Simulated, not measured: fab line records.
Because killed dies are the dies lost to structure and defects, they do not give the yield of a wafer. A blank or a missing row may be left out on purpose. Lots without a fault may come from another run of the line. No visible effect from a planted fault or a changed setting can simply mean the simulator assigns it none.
Matching of chambers | flow n5-finfet | N5_BEOL_M3_ETCH_64 on rie-diel-06 has 4 sister chambers
The step etches SOC in N2/H2, target depth 75 nm, overetch 15 nm, time 112.5 s. 8 wafers are shown with their chamber, then 10 later ones without.

## WAFERS WITH THEIR CHAMBER
wafer  | chamber | throttle-valve-pct (%) | showerhead-plenum-p-Torr (Torr)
L081.6 | 0       | 17.51                  | 2.45
L085.1 | 2       | 17.89                  | 2.50
L085.2 | 3       | 17.77                  | 2.59
L087.1 | 1       | 18.08                  | 2.53
L087.3 | 0       | 17.54                  | 2.44
L087.5 | 3       | 17.79                  | 2.59
L089.1 | 2       | 17.93                  | 2.50
L089.5 | 1       | 18.06                  | 2.53

## WAFERS WHOSE CHAMBER IS MISSING
wafer  | throttle-valve-pct (%) | showerhead-plenum-p-Torr (Torr)
L089.6 | 17.54                  | 2.44
L091.1 | 17.80                  | 2.58
L091.2 | 18.07                  | 2.52
L091.4 | 17.94                  | 2.50
L093.1 | 18.07                  | 2.52
L093.3 | 17.80                  | 2.58
L093.4 | 17.93                  | 2.49
L096.3 | 17.57                  | 2.44
L096.5 | 17.56                  | 2.44
L096.6 | 17.81                  | 2.58

## EACH ONE'S CHAMBER
wafer  | from the rows above | in truth
L089.6 | 0                   | 0
L091.1 | 3                   | 3
L091.2 | 1                   | 1
L091.4 | 2                   | 2
L093.1 | 1                   | 1
L093.3 | 3                   | 3
L093.4 | 2                   | 2
L096.3 | 0                   | 0
L096.5 | 0                   | 0
L096.6 | 3                   | 3
Correctly placed: 10 of 10. Not placeable from these rows: 0. 0 placed wrongly.
How it was worked out, from the rows above alone: a wafer's distance from a chamber is the root of the sum, over the readings, of the square of ((its reading less the chamber's mean) divided by the reading's scatter). The wafer belongs to the nearest chamber; if the next one is less than 2 further off, it can't be placed. The mean given for a chamber averages the wafers shown for that chamber. The scatter: take each reading less its chamber's mean, square it, sum over the shown wafers, divide by the number of wafers less the number of chambers, and take the root.
